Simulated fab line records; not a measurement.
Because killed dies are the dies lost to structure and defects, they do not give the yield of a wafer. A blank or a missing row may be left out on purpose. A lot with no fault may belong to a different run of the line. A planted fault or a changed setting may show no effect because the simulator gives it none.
fab line records | flow nand-harc
[record] lots = 6 wafers = 18 last-day = 31
route steps=1302 shown P_M0@278 P_M1@285 END@1302
lots with no fault: from the same line, run without faults
start-h: hours from the record's first day to the start of the lot's first wafer shown | wait-h: how many hours have passed since the lot's step before this one | " same as the row above | L1.1+2: one row covering several wafers at once | - no value present, or no start provided | * or withheld: withheld | < > ~ a bound
route shown NAME@n: names a module that has steps shown in the file, with the first one's number in the route | usual: the fault-free wafers' mean and standard deviation | same: alike in all rows | chamber/n: place in a boat | sites: each site's reading | _std_site: the values' standard deviation | _edge_site: outer sites' mean less inner sites' | radius-mm: how far each site lies from the wafer's centre | mask NAME#n: copy n | behind: the last tool/chamber to shape the wafer | hold: reason for holding the lot/hours on hold/outcome of the hold | device: names the non-switching transistor (n, p or np) | end of line: at the end of the route, the tests of the same wafers | a step without rows: its recipe alone | killed: at the first sort, the dies lost to defects and structure; wafer yield is something else | map: per-die view of a wafer (x killed, . not killed, _ where there is no die)
set.NAME: the run value of the setting; set.NAME@STEP: its run value at that earlier step | model.NAME: the simulator's own value behind a step, which no gauge read
a table for each step, a row for each wafer; lots at some steps of the route
services: when a tool's chamber went out of use (start-h, in hours from the record's first day, below 0 if earlier), for how many hours, and the reason
[[steps]]
[step NHARC_P_M0_CMP_23]
[recipe] t-overpolish-s = 20 target-thk-nm = 117.54
[usual] motor-current-A = 12.4/0.87 time-to-endpoint-s = 29/3
[same] t-overpolish-s = 20
// columns lot.wafer tool chamber start-h wait-h motor-current-A time-to-endpoint-s
L835.2 cmp-01 2 141.11 - 13.4 30
L835.6 " 1 " " 11.9 25
L835.5 " 2 " " 12.5 30
L840.1 cmp-04 3 194.11 - 11.5 28
L840.4 " 1 " " 14.0 25
L840.2 " 2 " " 12.5 26
L842.2 cmp-04 3 225.59 - 11.4 33
L842.1 " 1 " " 14.2 30
L842.5 " 0 " " 11.5 25
L845.2 cmp-01 3 247.68 - 12.6 27
L845.5 " 2 " " 13.3 27
L845.6 " 3 " " 13.2 27
L846.2 cmp-02 2 252.63 - 12.3 30
L846.3 " 3 " " 11.1 27
L846.4 " 1 " " 12.1 26
L850.1 cmp-01 2 300.32 - 12.2 34
L850.4 " 1 " " 12.8 30
L850.6 " 2 " " 12.6 32
[step NHARC_P_M0_THK_MEAS_24]
[recipe] thk-meas-gauge = xrf
[usual] thk-nm = 117.9/1.7
// columns lot.wafer tool chamber start-h wait-h thk-nm
L835.2 film-metro-01 - 141.40 - 117.0
L835.5 " - " " 120.7
L835.6 " - " " 118.4
L840.1 film-metro-01 - 194.42 - 117.1
L840.2 " - " " 115.5
L840.4 " - " " 114.2
L842.1 film-metro-02 - 225.91 - 115.7
L842.2 " - " " 117.9
L842.5 " - " " 116.3
L845.2 film-metro-02 - 247.96 - 118.6
L845.5 " - " " 118.9
L845.6 " - " " 119.8
L846.2 film-metro-02 - 252.94 - 119.1
L846.3 " - " " 119.0
L846.4 " - " " 117.7
L850.1 film-metro-01 - 300.64 - 118.8
L850.4 " - " " 116.9
L850.6 " - " " 118.7
[step NHARC_P_M0_SRD_25]
[step NHARC_P_M0_INSPECT_27]
[usual] raw-defect-count = 297/98
// columns lot.wafer tool chamber start-h wait-h raw-defect-count
L835.2 defect-inspect-02 - 141.56 0.0 217
L835.5 " - " " 403
L835.6 " - " " 206
L840.1 defect-inspect-01 - 194.58 0.0 176
L840.2 " - " " 252
L840.4 " - " " 232
L842.1 defect-inspect-01 - 226.06 0.0 302
L842.2 " - " " 203
L842.5 " - " " 264
L845.2 defect-inspect-01 - 248.13 0.0 224
L845.5 " - " " 253
L845.6 " - " " 353
L846.2 defect-inspect-01 - 253.10 0.0 366
L846.3 " - " " 430
L846.4 " - " " 293
L850.1 defect-inspect-01 - 300.79 0.0 224
L850.4 " - " " 220
L850.6 " - " " 187
[step NHARC_P_M0_PRE_CLEAN_31]
[recipe] time-s = 12 temp-c = 370 rf-power-w = 300 gas = NH3
[usual] heater-power-outer-w = 367/54 heater-power-w = 626/67
// columns lot.wafer tool chamber start-h wait-h heater-power-outer-w heater-power-w since-wet-clean-h
L835.2 pecvd-03 2 141.64 0.1 358 606 125
L835.5 " 2 " " 352 608 -
L835.6 " 0 " " 310 587 -
L840.2 pecvd-01 1 194.66 0.1 351 609 52
L840.1 " 2 " " 302 569 52
L840.4 " 1 " " 366 612 -
L842.2 pecvd-01 0 226.14 0.1 395 630 83
L842.1 " 1 " " 315 560 83
L842.5 " 1 " " 319 561 -
L845.2 pecvd-03 1 248.19 0.1 361 557 50
L845.6 " 1 " " 358 565 -
L845.5 " 0 " " 351 649 -
L846.3 pecvd-03 1 253.31 0.2 415 636 55
L846.2 " 2 " " 304 512 55
L846.4 " 0 " " 360 636 -
L850.1 pecvd-01 0 300.87 0.1 477 758 158
L850.4 " 2 " " 318 592 -
L850.6 " 0 " " 471 756 -
[step NHARC_P_M0_DEP_32]
[recipe] target-thk-a = 300 temp-c = 370 target-thk-nm = 30 pressure-torr = 3 flow-sccm = 200 rf-w = 450 material = SiCN
[usual] chamber-pressure-Torr = 3.000/0.0065 heater-power-outer-w = 334/63 heater-power-w = 582/77
// columns lot.wafer tool chamber start-h wait-h chamber-pressure-Torr heater-power-outer-w heater-power-w since-wet-clean-h
L835.2 pecvd-03 2 141.75 0.1 2.997 329 548 125
L835.5 " 2 " " 2.995 331 552 -
L835.6 " 0 " " 2.996 312 582 -
L840.2 pecvd-01 1 194.77 0.1 2.989 299 558 52
L840.1 " 2 " " 2.998 265 531 52
L840.4 " 1 " " 2.987 300 542 -
L842.2 pecvd-01 0 226.25 0.1 2.997 434 703 83
L842.1 " 1 " " 3.005 286 536 83
L842.5 " 1 " " 2.998 285 519 -
L845.2 pecvd-03 1 248.27 0.1 3.007 365 551 50
L845.6 " 1 " " 3.006 369 581 -
L845.5 " 0 " " 3.003 276 532 -
L846.3 pecvd-03 1 253.42 0.1 2.991 399 636 55
L846.2 " 2 " " 3.016 311 525 55
L846.4 " 0 " " 3.003 321 597 -
L850.1 pecvd-01 0 300.98 0.1 3.006 366 606 158
L850.4 " 2 " " 2.985 219 454 -
L850.6 " 0 " " 3.008 364 632 -
[step NHARC_P_M1_DEP_00]
[recipe] target-thk-a = 1825 target-thk-nm = 182.5 temp-c = withheld pressure-torr = 5 flow-sccm = 200 rf-w = 600 material = SiOC
[step NHARC_P_M1_DEHYDRATE_01]
[recipe] temp-c = 150 time-s = 120
[step NHARC_P_M1_HMDS_02]
[recipe] time-s = 30
[step NHARC_P_M1_COAT_34]
[recipe] temp-c = 200 time-s = 65
[step NHARC_P_M1_COAT_03]
[recipe] spin-rpm = 1500 resist-thk-nm = 90
[step NHARC_P_M1_SOFTBAKE_04]
[recipe] temp-c = 105 time-s = 55
[usual] heater-power-total-W = 188.47/0.14
// columns lot.wafer tool chamber start-h wait-h heater-power-total-W
L835.2 litho-track-06 0 142 - 188.58
L835.5 " 0 " " 188.44
L835.6 " 0 " " 188.60
L840.1 litho-track-04 0 195 - 188.37
L840.2 " 0 " " 188.40
L840.4 " 0 " " 188.51
L842.1 litho-track-04 0 227 - 185.05
L842.2 " 0 " " 185.41
L842.5 " 0 " " 185.42
L845.2 litho-track-04 0 249 - 185.20
L845.5 " 0 " " 185.10
L845.6 " 0 " " 185.22
L846.2 litho-track-06 0 254 - 188.45
L846.3 " 0 " " 188.38
L846.4 " 0 " " 188.29
L850.1 litho-track-01 0 301 - 188.31
L850.4 " 0 " " 188.45
L850.6 " 0 " " 188.74
[step NHARC_P_M1_EBR_05]
[step NHARC_END_SORT_01]
[recipe] temp-c = 25
[usual] defect-limited-yield = 90.9/2.4 killed-at-array = 56/17 killed-at-other = 1.2/1.4 killed-at-periphery = 4/3.2 killed-dies = 61/16 killed-open = 3.6/2.1 killed-short = 2.7/1.8
[same] gross-dies = 677
// columns lot.wafer tool chamber start-h wait-h defect-limited-yield[%] killed-at-array killed-at-other killed-at-periphery killed-dies killed-open killed-short
L835.2 prober-02 0 571.58 2.8 89.4 70 0 2 72 3 1
L835.5 prober-02 0 573.98 3.7 89.8 66 0 3 69 5 4
L835.6 prober-02 0 574.77 4.0 89.4 71 0 1 72 0 1
L840.1 prober-01 0 641.02 2.5 93.9 35 0 6 41 2 8
L840.2 prober-01 0 641.82 2.8 90.8 59 0 3 62 6 4
L840.4 prober-01 0 643.43 3.4 93.1 44 0 3 47 5 4
L846.2 prober-02 0 684.91 2.8 92.6 44 3 3 50 0 3
L846.3 prober-02 0 685.69 3.0 92.2 47 4 2 53 5 2
L846.4 prober-02 0 686.47 3.3 91.4 53 1 4 58 4 2
// killed by level:class
L835.2 A_CHANNEL_HOLE_D1:chamber-film-flake=30 A_SLIT:chamber-film-flake=20 A_CHANNEL_HOLE_D2:chamber-film-flake=6 A_STAIRCASE:chamber-film-flake=4 A_CONTACT:chamber-film-flake=4 P_M0:geometric-particle:open=1 A_ONON_D1:geometric-particle:open=1 A_CHANNEL_FILL_D1:geometric-particle:short=1
L835.5 A_CHANNEL_HOLE_D1:chamber-film-flake=23 A_SLIT:chamber-film-flake=21 A_CHANNEL_HOLE_D2:chamber-film-flake=5 A_STAIRCASE:chamber-film-flake=4 A_CONTACT:chamber-film-flake=3 P_CONTACT:geometric-particle:open=2 A_ONON_D1:geometric-particle:short=1 A_ONON_D1:geometric-particle:open=1
L835.6 A_SLIT:chamber-film-flake=27 A_CHANNEL_HOLE_D1:chamber-film-flake=25 A_CHANNEL_HOLE_D2:chamber-film-flake=9 A_CONTACT:chamber-film-flake=4 A_CHANNEL_FILL_D1:chamber-film-flake=2 A_STAIRCASE:chamber-film-flake=2 A_WL_FILL:geometric-particle:short=1 P_GATE:chamber-film-flake=1
L840.1 A_CHANNEL_HOLE_D2:chamber-film-flake=20 P_CONTACT:chamber-film-flake=3 A_DECK1_JOINT:geometric-particle:short=2 A_CHANNEL_HOLE_D1:chamber-film-flake=2 A_SLIT:chamber-film-flake=2 A_WL_FILL:chamber-film-flake=2 P_CONTACT:geometric-particle:open=1 P_CONTACT:geometric-particle:short=1
L840.2 A_CHANNEL_HOLE_D2:chamber-film-flake=41 A_CHANNEL_HOLE_D1:chamber-film-flake=3 A_WL_FILL:chamber-film-flake=3 P_M0:geometric-particle:open=2 A_CHANNEL_FILL_D1:geometric-particle:short=2 A_ONON_D1:geometric-particle:short=1 A_CHANNEL_FILL_D1:geometric-particle:open=1 A_DECK1_JOINT:geometric-particle:open=1
L840.4 A_CHANNEL_HOLE_D2:chamber-film-flake=24 A_CHANNEL_HOLE_D1:chamber-film-flake=5 A_WL_FILL:chamber-film-flake=4 A_SLIT:chamber-film-flake=3 A_STAIRCASE:chamber-film-flake=2 P_STI:geometric-particle:open=1 P_GATE:geometric-particle:open=1 P_CONTACT:geometric-particle:open=1
L846.2 A_CHANNEL_HOLE_D2:chamber-film-flake=14 A_STAIRCASE:chamber-film-flake=11 A_CHANNEL_HOLE_D1:chamber-film-flake=9 A_CONTACT:chamber-film-flake=5 THIN_TSV:chamber-film-flake=3 P_GATE:chamber-film-flake=2 A_CHANNEL_FILL_D1:chamber-film-flake=2 A_ONON_D1:geometric-particle:short=1
L846.3 A_CHANNEL_HOLE_D2:chamber-film-flake=16 A_CHANNEL_HOLE_D1:chamber-film-flake=10 A_STAIRCASE:chamber-film-flake=7 A_CONTACT:chamber-film-flake=7 THIN_TSV:chamber-film-flake=4 A_CHANNEL_FILL_D1:geometric-particle:open=2 P_CONTACT:geometric-particle:open=1 A_ONON_D1:geometric-particle:open=1
L846.4 A_CHANNEL_HOLE_D2:chamber-film-flake=19 A_STAIRCASE:chamber-film-flake=11 A_CHANNEL_HOLE_D1:chamber-film-flake=10 A_SLIT:chamber-film-flake=4 A_CONTACT:chamber-film-flake=3 P_ZERO_WELL:chamber-film-flake=2 P_STI:chamber-film-flake=2 A_CHANNEL_FILL_D1:geometric-particle:open=1
[[services]]
// columns tool chamber start-h hours kind
pecvd-01 - 130.00 13.0 pm
pecvd-01 0 130.00 13.0 vent-cycle
pecvd-01 1 130.00 13.0 vent-cycle
pecvd-01 2 130.00 13.0 vent-cycle
cmp-02 - 134.50 4.0 pm
pecvd-01 0 143.00 - clean
pecvd-01 1 143.00 - clean
pecvd-01 2 143.00 - clean
litho-track-01 - 155.00 7.0 pm
pecvd-03 0 169.76 4.0 repair
litho-track-06 - 179.00 7.0 pm
pecvd-03 - 185.19 13.0 pm
pecvd-03 0 185.19 13.0 vent-cycle
cmp-02 - 186.68 0.5 repair
cmp-01 - 187.85 4.0 pm
litho-track-04 - 203.00 7.0 pm
cmp-04 - 209.00 4.0 pm
cmp-02 - 232.50 4.0 pm
pecvd-01 2 252.67 8.8 repair
cmp-04 - 260.47 0.9 repair
pecvd-03 2 266.64 9.7 repair
cmp-01 - 272.45 1.0 repair
cmp-01 - 285.85 4.0 pm
cmp-01 - 301.29 2.2 repair
[[key]]
[first-sign] step = NHARC_P_M1_SOFTBAKE_04 reading = heater-power-total-W direction = down sigmas = 23 usual = * struck = *
effect none on later readings
met-at NHARC_P_M1_SOFTBAKE_04
struck-wafers L842.1,L842.2,L842.5,L845.2,L845.5,L845.6
onset-between 195 227
[fault] kind = process-parameter-drift tool = litho-track-04 chamber = - onset-h = 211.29 steps = NHARC_P_M1_SOFTBAKE_04 channel = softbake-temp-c offset = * shape = step end-h = 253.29 acts-in = * stated = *
